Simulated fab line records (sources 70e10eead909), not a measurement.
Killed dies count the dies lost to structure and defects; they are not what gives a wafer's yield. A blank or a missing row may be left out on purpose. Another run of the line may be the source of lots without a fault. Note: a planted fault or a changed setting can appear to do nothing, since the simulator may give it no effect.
fab line records	flow nand-harc
record: lots: 7	wafers: 20	last-day: 24
route steps=1159 shown A_CHANNEL_FILL_D1@495 END@1159
lots untouched by any fault: they come from a run of this same line in which no faults occurred
start-h: the number of hours between the record's first day and the start of the first shown wafer of the lot	wait-h: how many hours have passed since the lot's step before this one	" repeats the value in the row above	L1.1+2: a single row standing in for several wafers	- value missing, or start not given	* or withheld: withheld	< > ~ a bound
route shown NAME@n: NAME is a module with steps in the file, n the number in the route of the first one	usual: average and standard deviation across the fault-free wafers	same: alike in all rows	chamber/n: place in a boat	sites: readings site by site	_std_site: the values' standard deviation	_edge_site: outer sites' mean less inner sites'	radius-mm: how far each site lies from the wafer's centre	mask NAME#n: copy n	behind: the tool/chamber that last shaped the wafer	hold: reason for holding the lot/hours on hold/outcome of the hold	device: whichever transistor did not switch (one of n, p or np)	end of line: the route-end tests of the same wafers	for a step that has no rows: nothing shown but its recipe	killed: dies lost to structure and defects at the first sort, not the wafer's yield	map: dies across one wafer; x = killed, . = not, _ = none there
set.NAME: setting as actually run; set.NAME@STEP: the setting as run at that earlier step	model.NAME: the simulator's own value behind a step, which no gauge read
lots seen at some steps along the route; tables by step, rows by wafer
services: the hour from which a tool's chamber was out of use, counted from the record's first day as start-h (under 0 if before that day), plus the number of hours and why
== steps ==
step: NHARC_A_CHANNEL_FILL_D1_ALD_15
recipe: target-thk-a: 20	pulse-time-s: 60	ald-cycles: 19	temp-c: 630	pressure-torr: 2	material: SiNx
usual: ald-cycles: 19/0	precursor-pulse-height-rel: 1.000/0.017	susceptor-temp-C: 629.96/0.27
lot.wafer	tool	chamber	start-h	wait-h	ald-cycles	precursor-pulse-height-rel	susceptor-temp-C
L376.2	ald-sin-batch-01	0	-	-	19	1.044	630.12
L376.5	"	0	"	"	19	0.994	629.72
L376.6	"	0	"	"	19	1.004	630.16
L377.1	ald-sin-batch-03	0	-	-	19	1.008	629.41
L377.5	"	0	"	"	19	1.001	629.62
L377.6	"	0	"	"	19	0.973	629.90
L380.3	ald-sin-batch-02	0	-	-	19	1.002	629.47
L380.5	"	0	"	"	19	1.015	629.55
L380.6	"	0	"	"	19	0.975	629.77
L381.1	ald-sin-batch-02	0	-	-	19	1.003	629.79
L381.5	"	0	"	"	19	1.002	630.27
L381.6	"	0	"	"	19	0.974	630.23
L385.2	ald-sin-batch-02	0	-	-	19	0.985	-
L385.6	"	0	"	"	19	0.995	-
L386.1	ald-sin-batch-03	0	-	-	19	0.988	-
L386.3	"	0	"	"	19	1.013	-
L386.6	"	0	"	"	19	0.977	-
L390.2	ald-sin-batch-02	0	-	-	19	0.997	629.47
L390.3	"	0	"	"	19	1.006	630.13
L390.4	"	0	"	"	19	0.972	629.83
step: NHARC_A_CHANNEL_FILL_D1_ALD_16
recipe: target-thk-a: 15	pulse-time-s: 10	ald-cycles: 15	temp-c: 300	material: SiO2
usual: ald-cycles: 15/0	heater-power-w: 474/42	precursor-pulse-height-rel: 0.998/0.023	susceptor-temp-C: 300.00/0.2
lot.wafer	tool	chamber	start-h	wait-h	ald-cycles	heater-power-w	precursor-pulse-height-rel	since-wet-clean-h	susceptor-temp-C
L376.2	ald-hk-01	1	249.53	0.1	15	499	1.003	10	-
L376.5	"	2	"	"	15	448	0.982	-	-
L376.6	"	3	"	"	15	536	1.000	-	-
L377.1	ald-hk-04	1	253.01	0.1	15	440	0.983	53	299.79
L377.5	"	3	"	"	15	402	0.972	-	299.61
L377.6	"	0	"	"	15	472	1.005	-	300.07
L380.3	ald-hk-01	2	277.24	0.9	15	440	1.019	38	299.73
L380.5	"	2	"	"	15	441	1.015	-	299.78
L380.6	"	3	"	"	15	546	1.007	-	299.94
L381.1	ald-hk-02	2	277.33	1.0	15	505	0.987	165	300.11
L381.6	"	3	"	"	15	423	0.997	-	300.06
L381.5	"	0	"	"	15	527	0.979	-	299.88
L385.2	ald-hk-01	1	289.65	0.1	15	501	0.990	50	300.33
L385.6	"	3	"	"	15	542	0.999	-	299.97
L386.3	ald-hk-01	3	294.37	0.0	15	537	1.018	55	300.29
L386.1	"	1	"	"	15	497	0.997	55	300.03
L386.6	"	0	"	"	15	477	1.016	-	299.96
L390.3	ald-hk-02	2	328.92	0.2	15	497	0.970	39	299.65
L390.2	"	0	"	"	15	529	0.952	39	300.33
L390.4	"	1	"	"	15	454	1.036	39	299.78
step: NHARC_A_CHANNEL_FILL_D1_ANNEAL_17
recipe: temp-c: 850	time-s: 1800
step: NHARC_A_CHANNEL_FILL_D1_CVD_18
recipe: target-thk-a: 30	temp-c: 550	material: poly-Si
step: NHARC_A_CHANNEL_FILL_D1_ETCHBACK_19
recipe: target-depth-a: 50	time-s: 1.7	hbr-flow-sccm: 150	cl2-flow-sccm: 50	rf-w: 400	icp-w: 400	bias-w: 100	chemistry: HBr/Cl2
usual: drypump-motor-current-A: 5.7/0.34	hbr-flow-sccm: 149.9/0.41	oes-product-au: 0.999/0.013	throttle-valve-pct: 26.406/0.0094
lot.wafer	tool	chamber	start-h	wait-h	drypump-motor-current-A	hbr-flow-sccm	oes-product-au	rf-hours-counter-h	throttle-valve-pct
L376.2	rie-si-04	1	261.31	0.4	5.5	148.8	0.987	1.5	26.411
L376.5	"	0	"	"	5.9	150.6	0.999	-	26.404
L376.6	"	1	"	"	5.5	149.6	0.989	-	26.411
L377.1	rie-si-01	3	264.89	0.4	5.4	150.2	1.005	1.2	26.405
L377.5	"	1	"	"	5.6	150.1	1.009	-	26.415
L377.6	"	2	"	"	6.3	149.7	1.011	-	26.396
L380.3	rie-si-03	3	290.43	0.4	5.5	149.7	0.981	1.1	26.424
L380.5	"	0	"	"	5.2	150.9	0.991	-	26.397
L380.6	"	1	"	"	6.2	149.8	0.986	-	26.416
L381.1	rie-si-01	2	290.43	0.4	6.4	149.9	1.008	1.6	26.415
L381.5	"	3	"	"	5.4	150.6	0.997	-	26.402
L381.6	"	0	"	"	5.3	150.0	0.999	-	26.409
L385.2	rie-si-04	3	301.25	0.4	5.7	149.5	0.990	0.1	26.398
L385.6	"	1	"	"	5.5	150.0	0.993	-	26.403
L386.1	rie-si-04	0	306.39	0.4	5.9	150.5	1.036	0.1	26.414
L386.3	"	2	"	"	6.1	150.0	0.994	0.1	26.406
L386.6	"	0	"	"	5.9	150.1	1.040	-	26.398
L390.2	rie-si-01	3	340.77	0.4	5.4	149.5	0.987	0.3	26.403
L390.3	"	2	"	"	6.4	150.1	1.009	0.3	26.412
L390.4	"	3	"	"	5.4	149.8	0.989	-	26.420
step: NHARC_A_CHANNEL_FILL_D1_ETCHBACK_20
recipe: target-depth-a: 270	time-s: 13.5	c4f8-flow-sccm: withheld	o2-flow-sccm: 8	ar-flow-sccm: withheld	rf-w: 600	bias-w: 1500	chemistry: C4F8/O2/Ar
usual: oes-product-au: 0.97/0.036	rf-vpp-V: 978/6.6
lot.wafer	tool	chamber	start-h	wait-h	oes-product-au	rf-hours-counter-h	rf-vpp-V
L376.2	rie-diel-05	3	261.42	-	0.93	3	986
L376.5	"	3	"	"	0.94	-	986
L376.6	"	0	"	"	0.91	-	969
L377.1	rie-diel-08	0	265.02	-	0.91	3	987
L377.6	"	1	"	"	0.90	-	975
L377.5	"	2	"	"	0.93	-	971
L381.1	rie-diel-05	2	290.54	-	0.95	4	970
L381.6	"	0	"	"	0.92	-	971
L381.5	"	1	"	"	0.94	-	982
L380.3	rie-diel-08	0	290.56	-	0.98	4	989
L380.6	"	1	"	"	0.98	-	976
L380.5	"	2	"	"	1.00	-	971
L385.2	rie-diel-08	0	301.39	-	0.99	4	988
L385.6	"	3	"	"	1.00	-	979
L386.3	rie-diel-05	1	306.52	-	1.00	5	983
L386.1	"	3	"	"	1.02	5	987
L386.6	"	3	"	"	1.02	-	985
L390.4	rie-diel-08	2	340.92	-	0.99	1	970
L390.2	"	3	"	"	1.00	1	977
L390.3	"	0	"	"	0.99	1	988
step: NHARC_A_CHANNEL_FILL_D1_STRIP_28
recipe: time-s: 20	o2-flow-sccm: 500	ar-flow-sccm: 0	bias-w: 0	chemistry: O2
step: NHARC_A_CHANNEL_FILL_D1_PRECLEAN_21
recipe: time-s: 30	chemistry: dHF
step: NHARC_A_CHANNEL_FILL_D1_SRD_23
step: NHARC_A_CHANNEL_FILL_D1_CVD_05
recipe: target-thk-a: 50	temp-c: 550	material: poly-Si
step: NHARC_A_CHANNEL_FILL_D1_ANNEAL_22
recipe: temp-c: 620	time-s: 7200
step: NHARC_A_CHANNEL_FILL_D1_ALD_25
recipe: target-thk-a: 600	pulse-time-s: 10	ald-cycles: 600	temp-c: 300	material: SiOx
usual: ald-cycles: 600/0	heater-power-w: 464/42	precursor-pulse-height-rel: 1.002/0.021	susceptor-temp-C: 300.00/0.19
lot.wafer	tool	chamber	start-h	wait-h	ald-cycles	heater-power-w	precursor-pulse-height-rel	since-wet-clean-h	susceptor-temp-C
L376.2	ald-hk-04	0	275.81	2.4	600	478	0.989	77	300.18
L376.5	"	0	278.30	4.9	600	468	0.982	-	299.95
L376.6	"	1	"	"	600	448	0.992	-	300.19
L377.1	ald-hk-01	3	278.01	1.4	600	538	1.006	40	299.93
L377.5	"	2	279.85	3.2	600	445	1.004	-	300.19
L377.6	"	3	"	"	600	537	1.002	-	299.91
L380.3	ald-hk-02	3	316.06	0.0	600	432	0.989	27	300.07
L380.5	"	3	318.50	2.5	600	440	1.012	-	299.84
L380.6	"	0	"	"	600	535	1.016	-	299.76
L381.1	ald-hk-04	3	317.92	1.9	600	391	0.989	119	299.92
L381.5	"	0	"	"	600	479	1.013	-	300.05
L381.6	"	1	"	"	285	454	1.025	-	299.80
L385.2	ald-hk-04	1	321.00	4.8	285	460	1.000	123	300.07
L385.6	"	0	322.85	6.7	285	481	0.993	-	300.05
L386.3	ald-hk-04	3	323.63	5.2	600	386	1.022	125	300.13
L386.1	"	2	325.47	7.0	600	451	1.002	127	299.78
L386.6	"	0	326.70	8.3	285	471	0.997	-	299.81
L390.3	ald-hk-02	0	353.58	0.7	600	531	0.985	65	300.15
L390.2	"	1	"	"	600	439	0.977	65	300.02
L390.4	"	2	"	"	600	500	1.002	66	299.94
step: NHARC_A_CHANNEL_FILL_D1_ETCHBACK_08
recipe: target-depth-a: 2200	time-s: 110	c4f8-flow-sccm: 20	ar-flow-sccm: withheld	rf-w: 600	bias-w: 300	chemistry: C4F8
usual: oes-product-au: 0.96/0.038	rf-vpp-V: 440.3/3
lot.wafer	tool	chamber	start-h	wait-h	oes-product-au	rf-hours-counter-h	rf-vpp-V
L376.2	rie-diel-08	0	-	-	0.90	4	445.9
L376.6	"	1	"	"	0.91	-	439.6
L376.5	"	2	"	"	0.93	-	436.2
L377.1	rie-diel-08	3	-	-	0.93	4	441.1
L377.6	"	1	"	"	0.91	-	439.6
L377.5	"	2	"	"	0.94	-	437.3
L380.3	rie-diel-05	2	-	-	0.95	5	436.7
L380.6	"	1	"	"	0.93	-	442.4
L380.5	"	2	"	"	0.94	-	436.2
L381.1	rie-diel-08	2	-	-	1.01	0	437.8
L381.6	"	0	"	"	0.99	-	445.4
L381.5	"	1	"	"	1.01	-	439.8
L385.2	rie-diel-05	1	-	-	0.93	6	441.8
L385.6	"	3	"	"	0.96	-	443.8
L386.3	rie-diel-08	0	-	-	0.99	0	446.1
L386.1	"	1	"	"	1.01	0	439.7
L386.6	"	1	"	"	1.00	-	440.7
L390.4	rie-diel-05	2	-	-	1.02	0	436.8
L390.2	"	3	"	"	1.01	0	444.6
L390.3	"	0	"	"	0.99	0	436.9
step: NHARC_END_SORT_01
recipe: temp-c: 25
usual: killed-at-array: 24/8.7	killed-at-other: 0.8/1.2	killed-at-periphery: 3.6/2.3	killed-dies: 28/8.9	killed-open: 3.2/1.9	killed-short: 2.0/1.6
same: gross-dies: 677
lot.wafer	tool	chamber	start-h	wait-h	killed-at-array	killed-at-other	killed-at-periphery	killed-dies	killed-open	killed-short
L377.1	prober-02	0	518.16	2.5	27	3	2	32	5	1
L377.5	prober-02	0	521.40	3.7	26	2	4	32	3	1
L377.6	prober-02	0	522.21	4.1	13	0	2	15	0	1
L380.3	prober-02	0	555.58	3.1	22	1	9	32	5	4
L380.5	prober-02	0	557.21	3.8	30	2	6	38	5	4
L380.6	prober-02	0	558.03	4.1	30	1	2	33	7	4
L386.3	prober-01	0	571.14	3.1	17	0	6	23	5	0
L386.6	prober-01	0	573.54	4.0	13	1	5	19	0	3
killed by level:class
L377.1 A_SLIT:chamber-film-flake=12 A_CHANNEL_HOLE_D1:chamber-film-flake=4 A_WL_FILL:chamber-film-flake=3 THIN_TSV:chamber-film-flake=3 A_CHANNEL_HOLE_D1:geometric-particle:open=2 A_BLC:geometric-particle:open=2 A_CONTACT:geometric-particle:open=1 A_M0:geometric-particle:short=1
L377.5 A_SLIT:chamber-film-flake=13 A_CHANNEL_HOLE_D1:chamber-film-flake=6 A_CONTACT:geometric-particle:open=2 P_STI:chamber-film-flake=2 A_WL_FILL:chamber-film-flake=2 A_CONTACT:chamber-film-flake=2 THIN_TSV:chamber-film-flake=2 P_GATE:geometric-particle:short=1
L377.6 A_SLIT:chamber-film-flake=7 A_CONTACT:chamber-film-flake=3 A_BLC:geometric-particle:short=1 P_ZERO_WELL:chamber-film-flake=1 P_GATE:chamber-film-flake=1 A_SGD_CUT:chamber-film-flake=1 A_WL_FILL:chamber-film-flake=1
L380.3 A_CHANNEL_HOLE_D1:chamber-film-flake=12 P_M1:chamber-film-flake=5 P_CONTACT:geometric-particle:open=2 A_ONON_D1:geometric-particle:short=2 P_M1:geometric-particle:open=1 A_ONON_D1:geometric-particle:open=1 A_CHANNEL_FILL_D1:geometric-particle:short=1 A_WL_FILL:geometric-particle:short=1
L380.5 A_CHANNEL_HOLE_D1:chamber-film-flake=18 P_M1:chamber-film-flake=4 A_CONTACT:geometric-particle:open=3 A_STAIRCASE:chamber-film-flake=3 THIN_TSV:chamber-film-flake=2 P_M0:geometric-particle:short=1 A_SOURCE_PLATE:geometric-particle:open=1 A_CHANNEL_FILL_D1:geometric-particle:open=1
L380.6 A_CHANNEL_HOLE_D1:chamber-film-flake=16 A_CONTACT:geometric-particle:open=3 A_ONON_D1:geometric-particle:open=2 A_CONTACT:chamber-film-flake=2 P_GATE:geometric-particle:short=1 A_SOURCE_PLATE:geometric-particle:open=1 A_SOURCE_PLATE:geometric-particle:short=1 A_ONON_D1:geometric-particle:short=1
L386.3 A_CHANNEL_HOLE_D1:chamber-film-flake=12 A_CONTACT:geometric-particle:open=3 P_M0:chamber-film-flake=3 P_M2:geometric-particle:open=1 A_SGD_CUT:geometric-particle:open=1 P_ZERO_WELL:chamber-film-flake=1 P_BONDPAD:chamber-film-flake=1 A_WL_FILL:chamber-film-flake=1
L386.6 A_CHANNEL_HOLE_D1:chamber-film-flake=7 P_STI:chamber-film-flake=2 P_GATE:chamber-film-flake=2 A_CONTACT:chamber-film-flake=2 A_CHANNEL_HOLE_D1:geometric-particle:short=1 A_WL_FILL:geometric-particle:short=1 A_M0:geometric-particle:short=1 P_M2:chamber-film-flake=1
== services ==
tool	chamber	start-h	hours	kind
ald-hk-01	-	229.27	10.0	pm
rie-diel-08	0	231.86	-	clean
rie-diel-08	1	231.86	-	clean
rie-diel-08	2	231.86	-	clean
rie-diel-08	3	231.86	-	clean
ald-sin-batch-02	-	232.72	2.5	repair
rie-si-04	-	239.49	0.5	repair
rie-si-03	0	240.62	3.3	repair
rie-si-04	2	255.16	3.3	repair
rie-diel-08	0	256.36	-	clean
ald-hk-04	-	269.49	1.3	repair
rie-si-04	-	276.00	9.0	pm
ald-hk-02	-	280.00	10.0	pm
rie-si-04	2	294.45	7.7	repair
rie-diel-05	2	294.67	13.8	repair
rie-diel-08	-	301.85	9.0	pm
rie-si-01	-	304.00	9.0	pm
rie-si-01	-	313.57	2.0	repair
ald-sin-batch-03	-	314.00	26.0	pm
rie-si-04	3	321.27	4.7	repair
rie-si-03	-	332.00	9.0	pm
rie-si-01	0	336.05	6.1	repair
rie-si-04	0	339.57	5.7	repair
rie-diel-05	-	340.60	9.0	pm
== key ==
first-sign: step: NHARC_A_CHANNEL_FILL_D1_ALD_25	reading: ald-cycles	direction: down	sigmas: 99+	usual: 600	struck: 285
effect none on later readings
met-at NHARC_A_CHANNEL_FILL_D1_ALD_25
struck-wafers L381.6,L385.2,L385.6,L386.6
tester-left-out L381,L385,L386
onset-between 275.81 317.92
fault: kind: process-parameter-drift	tool: ald-hk-04	chamber: -	onset-h: 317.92	steps: NHARC_A_CHANNEL_FILL_D1_ALD_25	channel: ald-cycles	offset: -315	shape: step	end-h: 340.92	scope: struck-wafers-only	acts-in: these-recipes-only	stated: 600
tester-left-out: of these lots the tester's yield and bins aren't shown, on N5 and GAA mostly nor the transistor test; their killed dies are dies lost to structure and defects alone, not to doping, threshold or leakage, so they don't give the yield
